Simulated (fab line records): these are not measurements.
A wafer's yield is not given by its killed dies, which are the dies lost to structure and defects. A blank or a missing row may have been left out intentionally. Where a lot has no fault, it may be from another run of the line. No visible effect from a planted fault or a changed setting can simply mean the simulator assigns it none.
A lot that was struck, set against a sound lot	flow n5Finfet	38 out of 1938 route steps
Sound: the wafers L917.2, L917.6. Wafers struck: L912.1, L912.2, L912.6. The cause is named last.
Each step with rows lists, per side, the tool, then ch with its chambers, then its first start. Under that, the readings that differ: sound wafers	struck wafers	difference of the means	sigmas: that difference in standard deviations of wafers without a fault.
alike: words and numbers the same on both sides, and readings whose means are apart by under 2 such deviations; not compared: readings that were withheld, readings missing a value for some wafer, numbers with overlapping values and no deviation given by the record, and bounds like >300 which may hide the same value.
The two part at a step that has a row with sigmas, a row that says differs or no value, or rows on one side only. Numbers that have no deviation but don't overlap get no sigmas and don't part them. A reading that every wafer of one side lacks parts them only if that side has two wafers or more.

first, 9 steps without rows for these wafers: N5_BEOL_M4_ANNEAL_95 (time 240 s); N5_BEOL_M4_SPUTTER_96 (material Cu, target thk 4.5 nm, time 8.29 s); N5_BEOL_M4_ECD_50 (material Cu, target thk 300 nm); N5_BEOL_M4_ANNEAL_51 (time 90 s); N5_BEOL_M4_CMP_52 (polishes, stops on SiOC, t overpolish 6.8 s, target thk 40 nm); N5_BEOL_M4_PRE_CLEAN_60 (time 15 s); N5_BEOL_M4_CO_CAP_55 (material Co, precursor CCTBA/H2, target thk 2 nm, time 102.1 s); N5_BEOL_M4_PRE_CLEAN_56 (time 15 s); N5_BEOL_M4_DEP_57 (deposits SiCN from 3MS/NH3, target thk 8 nm, time 14 s).
N5_BEOL_M4_RC_MEAS_101:
  sound on prober-01 ch 0, day 15 13:37; struck on prober-02 ch 0, day 14 11:35
  alike: DIBL_N, DIBL_P, IOFF_N, IOFF_P, ION_N, ION_P, SS_N, SS_P, VT_N, VT_P
then, 24 steps without rows for these wafers: N5_BEOL_M5_ILD_DEP_00 (deposits SiCOH lowk from DEMS/porogen, target thk 140.64 nm, time 25.9 s); N5_BEOL_M5_CURE_79 (cures SiCOH lowk, time 240 s); N5_BEOL_M5_PECVD_70 (deposits SiO2 from TEOS/O2, target thk 16 nm, time 18 s); N5_BEOL_M5_HM_DEP_02 (deposits TiN, target thk 20 nm); N5_BEOL_M5_COAT_59 (time 60 s, resist thk 60 nm); N5_BEOL_M5_COAT_60 (time 60 s, resist thk 12 nm); N5_BEOL_M5_COAT_71 (time 60 s, resist thk 5 nm); N5_BEOL_M5_COAT_05 (resist thk 30 nm); N5_BEOL_M5_EBR_07; N5_BEOL_M5_SOFTBAKE_06 (time 60 s); N5_BEOL_M5_EXPOSE_08 (exposes mask M5, target cd 28 nm); N5_BEOL_M5_PEB_09 (peb time 60 s); N5_BEOL_M5_DEVELOP_10 (develop time 30 s); N5_BEOL_M5_DESCUM_16 (chemistry O2, time 7 s); N5_BEOL_M5_ETCH_72 (etches underlayer in N2/H2, target depth 6.5 nm, time 5.2 s); N5_BEOL_M5_ETCH_61 (etches SiARC in CF4, target depth 15.6 nm, time 26 s); N5_BEOL_M5_ETCH_62 (etches SOC in N2/H2, target depth 75 nm, overetch 15 nm, time 112.5 s); N5_BEOL_M5_STRIP_63 (strips in N2/H2); N5_BEOL_M5_STRIP_73 (strips in N2/H2); N5_BEOL_M5_STRIP_64 (strips in CF4); N5_BEOL_M5_HM_OPEN_17 (chemistry Cl2/BCl3, target TiN, target depth 20 nm, overetch 6 nm); N5_BEOL_M5_STRIP_19 (strips in O2); N5_BEOL_M5_COAT_65 (time 60 s, resist thk 60 nm); N5_BEOL_M5_COAT_66 (time 60 s, resist thk 12 nm).
N5_BEOL_M8_STRIP_19: strips in O2.
  sound on rieDiel-04 ch 3, day 17 00:01; struck on rieDiel-04 ch 0,3, day 16 02:35
  no value came back on the struck wafers for any of 7 readings (biasPowerW (W), chamberPressureMTorr (mTorr) and others); on the sound wafers biasPowerW (W) reads 0 0
reading	sound	struck	difference	sigmas
model.SOC_of_BEOL_M8_COAT_59.thkNm (nm)	0 0	92.2 92.6 92.6	+92.5	
  not compared: rfHoursCounterH
N5_BEOL_M8_ETCH_66: etches SOC in N2/H2, target depth 80 nm, overetch 16 nm, time 120 s.
  sound on rieDiel-04 ch 0,2, day 17 01:59; struck on rieDiel-02 ch 1,2, day 16 05:41
reading	sound	struck	difference	sigmas
model.etch.depthNm (nm)	59.58 59.89	95.52 97.03 95.93	+36.42	
  alike: drypumpMotorCurrentA, oesProductAu, rfVppV, showerheadPlenumPTorr, throttleValvePct
  not compared: rfHoursCounterH
N5_BEOL_M8_VIA_ETCH_34: etches SiCOH lowk in C4F6/O2, target depth 125.5 nm, time 50.5 s.
  sound on rieDiel-04 ch 0,2, day 17 02:05; struck on rieDiel-02 ch 1,2, day 16 05:47
reading	sound	struck	difference	sigmas
oesProductAu (a.u.)	0.83 0.93	0.33 0.27 0.27	-0.59	-7
  alike: drypumpMotorCurrentA, rfVppV, showerheadPlenumPTorr, throttleValvePct
  not compared: rfHoursCounterH
-- record jumps: 3 days separate the struck wafers' starts on either side; left off in module BEOL_M8, taken up again in module PASSIVATION, whose first shown step is the route's number 1936 --
N5_PASSIVATION_PROBE_49:
  sound on prober-01 at day 20 05:35; struck on prober-01 at day 18 23:34
reading	sound	struck	difference	sigmas
defectLimitedYield (%)	90.0 90.8	0 0 0	-90	-65
killed_at_M4_up	14 12	1100 1121 1104	+1095	+99 or more
killedDies	118 109	1180 1180 1180	+1066	+63
killedOnRim	23 14	152 152 152	+134	+33
sort_bin_5_function (%)	6.3 5.8	96.6 96.7 96.4	+90.5	+91
sortNPass	1062 1071	0 0 0	-1066	-21
sortYieldPct (%)	90 91	0 0 0	-90	-21
  alike: killed_at_M0_to_M3, killedAtContacts, killedAtFrontEnd, killedAtOther, killedOpen, killedShort, sort_bin_6_memory

## WHERE THEY PART
Earliest at N5_BEOL_M8_STRIP_19; latest, in this record, at N5_PASSIVATION_PROBE_49.

WHY: what the simulator had put in
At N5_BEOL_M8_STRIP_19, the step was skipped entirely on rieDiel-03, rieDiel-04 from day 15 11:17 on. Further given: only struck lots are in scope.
